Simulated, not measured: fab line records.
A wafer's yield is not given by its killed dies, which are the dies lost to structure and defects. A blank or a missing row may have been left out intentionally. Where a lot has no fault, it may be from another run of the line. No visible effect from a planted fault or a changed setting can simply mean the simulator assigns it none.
The tool behind it: which one? | flow n5Finfet | 33 wafers from 11 lots sampled at 4 of the route's 1938 steps

== WHAT THE GAUGES SHOWED, per wafer ==
The record lacks any reading of a measuring or inspecting step that a usual standard deviation could be used to judge.

== EACH LOT AND THE TOOL THAT RAN IT (in order: tool; ch and the chambers of the sampled wafers; start) ==
lot  | N5_BEOL_M7_ETCH_72                | N5_PASSIVATION_AL_DEP_21    | N5_PASSIVATION_PECVD_35         | N5_PASSIVATION_PROBE_49
L432 | rieDiel-01 ch 0,2,3, day 10 01:50 | pvdSputter-02, day 13 09:12 | pecvd-04 ch 1,2, day 13 11:03   | -
L433 | rieDiel-06 ch 1,2,3, day 10 07:40 | pvdSputter-03, day 13 15:20 | pecvd-02 ch 0,1,2, day 13 17:24 | -
L435 | rieDiel-06 ch 2,3, day 10 17:33   | pvdSputter-01, day 13 21:24 | pecvd-03 ch 0,1, day 13 23:49   | -
L436 | rieDiel-01 ch 1,2,3, day 11 01:56 | pvdSputter-03, day 14 10:13 | pecvd-03 ch 1,2, day 14 12:14   | -
L438 | rieDiel-01 ch 0,1,3, day 11 07:20 | pvdSputter-03, day 14 14:49 | pecvd-02 ch 0,1, day 14 16:35   | -
L439 | rieDiel-06 ch 1,2,3, day 12 01:46 | pvdSputter-03, day 15 06:14 | pecvd-03 ch 0,1, day 15 08:04   | -
L441 | rieDiel-06 ch 0,3, day 12 13:52   | pvdSputter-03, day 15 14:26 | pecvd-02 ch 1, day 15 16:20     | -
L443 | rieDiel-01 ch 0,2,3, day 12 21:47 | pvdSputter-01, day 16 11:38 | pecvd-02 ch 1,2, day 16 13:44   | -
L444 | rieDiel-01 ch 0,1,3, day 12 23:59 | pvdSputter-01, day 16 12:01 | pecvd-02 ch 0,1,2, day 16 14:41 | -
L451 | rieDiel-01 ch 0,1,3, day 14 22:50 | pvdSputter-02, day 17 18:05 | pecvd-02 ch 0,1,2, day 17 19:53 | prober-01, day 17 23:38
L452 | rieDiel-01 ch 0,1,2, day 15 10:17 | pvdSputter-02, day 18 16:39 | pecvd-03 ch 0,1, day 18 19:03   | prober-02, day 18 22:45
- N5_BEOL_M7_ETCH_72: etches underlayer in N2/H2, target depth 6.5 nm, time 5.2 s.
- N5_PASSIVATION_AL_DEP_21: deposits Al, target thk 2800 nm, time 170 s.
- N5_PASSIVATION_PECVD_35: deposits SiNx from SiH4/NH3/N2, target thk 700 nm, time 151.3 s.
- N5_PASSIVATION_PROBE_49

== WHAT THE TOOLS THEMSELVES READ (means of the sampled wafers that have a number; where no wafer has one, the mark that the record gives instead) ==
N5_BEOL_M7_ETCH_72. Usual: biasW 150.0 W, standard deviation 0.48; drypumpMotorCurrentA 5.7 A, standard deviation 0.48; etchRfOnTimeS 5.19 s, standard deviation 0.14; oesProductAu 0.66 a.u., standard deviation 0.084; rfVppV 524 V, standard deviation 3.3; showerheadPlenumPTorr 2.54 Torr, standard deviation 0.1; throttleValvePct 17.90 %, standard deviation 0.26.
lot  | tool       | biasW (W) | drypumpMotorCurrentA (A) | etchRfOnTimeS (s) | oesProductAu (a.u.) | rfVppV (V) | showerheadPlenumPTorr (Torr) | throttleValvePct (%) | flag
L432 | rieDiel-01 | 150.5     | 5.7                      | 5.31              | 0.60                | 522        | 2.52                         | 17.96                | 
L433 | rieDiel-06 | 149.7     | 5.5                      | 5.08              | 0.68                | 524        | 2.52                         | 17.86                | 
L435 | rieDiel-06 | 150.2     | 5.3                      | 5.11              | 0.72                | 527        | 2.64                         | 17.78                | 
L436 | rieDiel-01 | 150.1     | 5.8                      | 5.26              | 0.62                | 523        | 2.56                         | 17.95                | 
L438 | rieDiel-01 | 150.0     | 6.2                      | 5.28              | 0.60                | 522        | 2.48                         | 18.05                | 
L439 | rieDiel-06 | 149.8     | 5.5                      | 5.09              | 0.74                | 523        | 2.52                         | 17.72                | 
L441 | rieDiel-06 | 150.4     | 6.0                      | 5.13              | 0.74                | 522        | 2.53                         | 17.75                | 
L443 | rieDiel-01 | 149.9     | 5.7                      | 5.26              | 0.69                | 525        | 2.51                         | 17.85                | 
L444 | rieDiel-01 | 149.9     | 6.2                      | 5.21              | 0.68                | 522        | 2.48                         | 17.93                | 
L451 | rieDiel-01 | 150.1     | 6.2                      | 5.17              | 0.66                | 522        | 2.47                         | 17.95                | 
L452 | rieDiel-01 | 149.8     | 5.9                      | 5.27              | 0.60                | 523        | 2.51                         | 18.09                | 

N5_PASSIVATION_AL_DEP_21. Usual: throttleValvePct 29.8 %, standard deviation 1.2.
lot  | tool          | throttleValvePct (%) | flag
L432 | pvdSputter-02 | 29.2                 | 
L433 | pvdSputter-03 | 28.4                 | 
L435 | pvdSputter-01 | 30.1                 | 
L436 | pvdSputter-03 | 29.8                 | 
L438 | pvdSputter-03 | 31.0                 | 
L439 | pvdSputter-03 | 30.2                 | 
L441 | pvdSputter-03 | 30.3                 | 
L443 | pvdSputter-01 | 30.6                 | 
L444 | pvdSputter-01 | 30.2                 | 
L451 | pvdSputter-02 | 29.7                 | 
L452 | pvdSputter-02 | 30.5                 | 

N5_PASSIVATION_PECVD_35. Usual: heaterPowerW 324 W, standard deviation 73; showerheadPlenumPTorr 8.69 Torr, standard deviation 0.074; throttleValvePct 29.3 %, standard deviation 1.5.
lot  | tool     | heaterPowerW (W) | showerheadPlenumPTorr (Torr) | throttleValvePct (%) | flag
L432 | pecvd-04 | 323              | 8.70                         | 28.0                 | 
L433 | pecvd-02 | 351              | 8.66                         | 29.6                 | 
L435 | pecvd-03 | 323              | 8.77                         | 28.9                 | 
L436 | pecvd-03 | 228              | 8.71                         | 27.8                 | 
L438 | pecvd-02 | 369              | 8.71                         | 29.9                 | 
L439 | pecvd-03 | 387              | 8.81                         | 30.5                 | 
L441 | pecvd-02 | 311              | 8.68                         | 30.4                 | 
L443 | pecvd-02 | 289              | 8.60                         | 29.6                 | 
L444 | pecvd-02 | 338              | 8.65                         | 29.6                 | 
L451 | pecvd-02 | 342              | 8.65                         | 29.7                 | 
L452 | pecvd-03 | 386              | 8.80                         | 30.6                 | 

N5_PASSIVATION_PROBE_49. Usual: defectLimitedYield 91.3 %, standard deviation 1.3; killed_at_M0_to_M3 35, standard deviation 9.3; killed_at_M4_up 14, standard deviation 5.2; killedAtContacts 12, standard deviation 5.9; killedAtFrontEnd 38, standard deviation 11; killedAtOther 4, standard deviation 3.7; killedDies 103, standard deviation 15; killedOpen 67, standard deviation 12; killedShort 34, standard deviation 8; sort_bin_5_function 5.1 %, standard deviation 0.88; sort_bin_6_memory 3.3 %, standard deviation 0.65; sort_bin_8_speed 0.00 %, standard deviation 0.03; sortNPass 1077, standard deviation 15; sortYieldPct 91.3 %, standard deviation 1.3.
lot  | tool      | defectLimitedYield (%) | killed_at_M0_to_M3 | killed_at_M4_up | killedAtContacts | killedAtFrontEnd | killedAtOther | killedDies | killedOpen | killedShort | sort_bin_5_function (%) | sort_bin_6_memory (%) | sort_bin_8_speed (%) | sortNPass | sortYieldPct (%) | flag
L451 | prober-01 | 88.5                   | 28                 | 60              | 12               | 32               | 4             | 135        | 55         | 31          | 7.0                     | 3.2                   | 0.00                 | 1045      | 88.5             | OFF
L452 | prober-02 | 87.4                   | 42                 | 62              | 7                | 36               | 1             | 149        | 76         | 31          | 8.1                     | 3.6                   | 0.00                 | 1031      | 87.4             | OFF

== THE ANSWER, worked out from the rows above alone ==
Rule: a lot counts as off when the mean over its wafers that have a number is more than 3 standard deviations away from the usual mean. Also off: a lot with no number at a reading for which 4 or more lots have one. All remaining lots with rows at the step are treated as sound. First the gauges in route order, then the tools' own readings, where a lot's mean is used as printed above. At the first step where some lot is off, the reading lying furthest off is the one used; lots without a number count as furthest.
Off: L451, L452, at N5_PASSIVATION_PROBE_49 (killed_at_M4_up). Neither off nor sound, because the step has no rows for them: L432, L433, L435, L436, L438, L439, L441, L443, L444.
If a tool, at that step or one of the process steps before it, ran each lot that is off and ran no sound lot following the first of them, it fits. 2 tools fit, rieDiel-01 at N5_BEOL_M7_ETCH_72 and pvdSputter-02 at N5_PASSIVATION_AL_DEP_21, so this cannot tell which one it is.

== WHAT WAS PUT IN BY THE SIMULATOR ==
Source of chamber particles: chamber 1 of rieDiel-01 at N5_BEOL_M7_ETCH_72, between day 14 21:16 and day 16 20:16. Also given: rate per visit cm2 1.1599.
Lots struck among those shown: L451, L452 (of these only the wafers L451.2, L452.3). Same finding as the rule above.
